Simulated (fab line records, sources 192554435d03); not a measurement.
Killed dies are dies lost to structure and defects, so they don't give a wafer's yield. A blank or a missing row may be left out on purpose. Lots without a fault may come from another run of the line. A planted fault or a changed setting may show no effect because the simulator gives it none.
Problem report in the 8D (eight disciplines) form, filled by code | flow n5_finfet | the parts of the form that need people (team, actions taken, sign-off) are left out

1. THE PROBLEM
run_length_s at N5_FIN_SAQP_PECVD_47 reads a mean of 81.4 s on 3 wafers of 2 lots; wafers without a fault read 72.7 s with a standard deviation of 0.48. That is +18 standard deviations from the usual mean.
The step: deposits a-Si from SiH4/He, target thk 45 nm, time 36.3 s.
First seen on wafer L362.1, day 5 10:01, on pecvd-04. The record holds 24 wafers of 8 lots with a number at this step. Rule for "out", or "out of limits": more than 4 standard deviations from the usual mean. The other wafers with a number count as sound.

2. WHAT IT IS AND WHAT IT IS NOT
question                    | is                     | is not
which readings at this step | run_length_s           | heater_power_w, showerhead_plenum_p_Torr, susceptor_temp_C, throttle_valve_pct
which lots                  | L362, L364             | L353, L360, L363, L368, L369, L371
which wafers of those lots  | L362.1, L362.2, L364.2 | L362.5, L364.3, L364.5
read on which tools         | pecvd-04               | pecvd-01, pecvd-02
when                        | from day 5 10:01       | up to then (7 sound wafers); but 14 sound wafers of L363, L364, L368, L369, L371 came after

3. SUSPECTS, AND WHAT RULES EACH OUT
Counting: a tool at a process step up to the reading stays a suspect if it ran every lot that is out. Sound lots after the first of them don't rule it out here, since some wafers of a struck lot are sound.
- pecvd-04 at N5_FIN_SAQP_PECVD_47 (deposits a-Si from SiH4/He, target thk 45 nm, time 36.3 s): kept. It ran every lot that is out, first L362 (day 5 10:01); its last sound lot up to then is L360 (day 4 23:01). Its own readings are out on those wafers: run_length_s.
Left after counting: pecvd-04 at N5_FIN_SAQP_PECVD_47.

4. THE CAUSE (what the simulator had put in)
Process parameter drift: pecvd-04, from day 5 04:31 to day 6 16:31, at N5_FIN_SAQP_PECVD_47. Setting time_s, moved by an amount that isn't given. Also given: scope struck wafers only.
Counting left only this tool.

5. THE CHAIN OF EFFECTS, in route order
Each row: a reading whose mean over the struck wafers that have a number lies more than 3 standard deviations from the usual. Only readings for which the record gives a usual standard deviation are gone through. hours: the time from each lot's start at the first step in this table that gives one to its start at this step, as a median over the lots. sigmas: the change in usual standard deviations.
hours | step                        | reading        | usual      | on struck wafers | change | sigmas
0     | N5_FIN_SAQP_PECVD_47        | run_length_s   | 72.7 s     | 81.4             | +8.7   | +18
3     | N5_FIN_SAQP_MANDREL_ETCH_58 | oes_product_au | 0.695 a.u. | 0.792            | +0.097 | +8.8
The process steps in it:
- N5_FIN_SAQP_PECVD_47: deposits a-Si from SiH4/He, target thk 45 nm, time 36.3 s.
- N5_FIN_SAQP_MANDREL_ETCH_58: etches a-Si in HBr/Cl2, stops on SiNx, target depth 45 nm, bt time 10 s, time 27 s.
Later measuring or inspecting steps at which every struck wafer that the step has a row for has a number for every such reading, and none has moved that far: N5_BEOL_M4_RC_MEAS_101.

6. WHAT WOULD HAVE CAUGHT IT SOONER
In this record the first reading out of limits was taken at day 5 10:01, 6 hours after the fault began at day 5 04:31.
